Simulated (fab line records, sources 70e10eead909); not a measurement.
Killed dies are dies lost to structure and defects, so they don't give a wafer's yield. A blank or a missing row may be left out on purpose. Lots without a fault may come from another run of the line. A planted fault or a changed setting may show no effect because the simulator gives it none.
Which tool did it? | flow nand_harc | 12 lots, 36 wafers sampled, at 1 step of a route of 1302

WHAT THE GAUGES READ, wafer by wafer
NHARC_A_CHANNEL_HOLE_D2_OVL_MEAS_11.
lot  | measured     | on         | overlay_x_nm (nm)
L075 | day 13 16:16 | overlay-02 | 0.0 0.6 0.4
L077 | day 14 12:04 | overlay-01 | -0.3 -0.3 -0.2
L079 | day 15 03:10 | overlay-02 | 0.1 0.3 0.0
L080 | day 16 02:35 | overlay-01 | 1.6 1.6 1.5
L083 | day 17 02:37 | overlay-01 | -0.6 -1.0 -0.8
L085 | day 17 11:55 | overlay-02 | 0.7 1.1 0.5
L087 | day 18 11:10 | overlay-01 | -1.0 -0.2 -1.1
L090 | day 19 14:47 | overlay-02 | 0.1 0.3 0.5
L088 | day 19 16:39 | overlay-02 | -1.3 -1.7 -1.7
L093 | day 21 00:36 | overlay-01 | -0.2 -0.6 -0.6
L096 | day 22 07:04 | overlay-01 | 0.0 0.8 0.8
L097 | day 22 16:48 | overlay-02 | -0.2 0.2 0.0

WHICH TOOL RAN EACH LOT (tool, then ch and the chambers of the sampled wafers, then the start)
The record holds no process step before these readings.

THE ANSWER, worked out from the rows above alone
Rule: what is usual is taken from the lots themselves. Put in order of their means at a reading, lots are off if they are a third of the lots or fewer, leave a main group of 4 or more, and stand apart from it by a gap of 3 or more times the standard deviation of the main group's means; of several such gaps the widest counts. A main group whose means are all the same, to the digits that the tables above print for the reading, isn't used. A lot without any number at a reading at which 4 lots or more have one is off too. The other lots that the step has rows for count as sound.
No lot is off at any reading shown: from this, nothing can be told.

WHAT THE SIMULATOR HAD PUT IN
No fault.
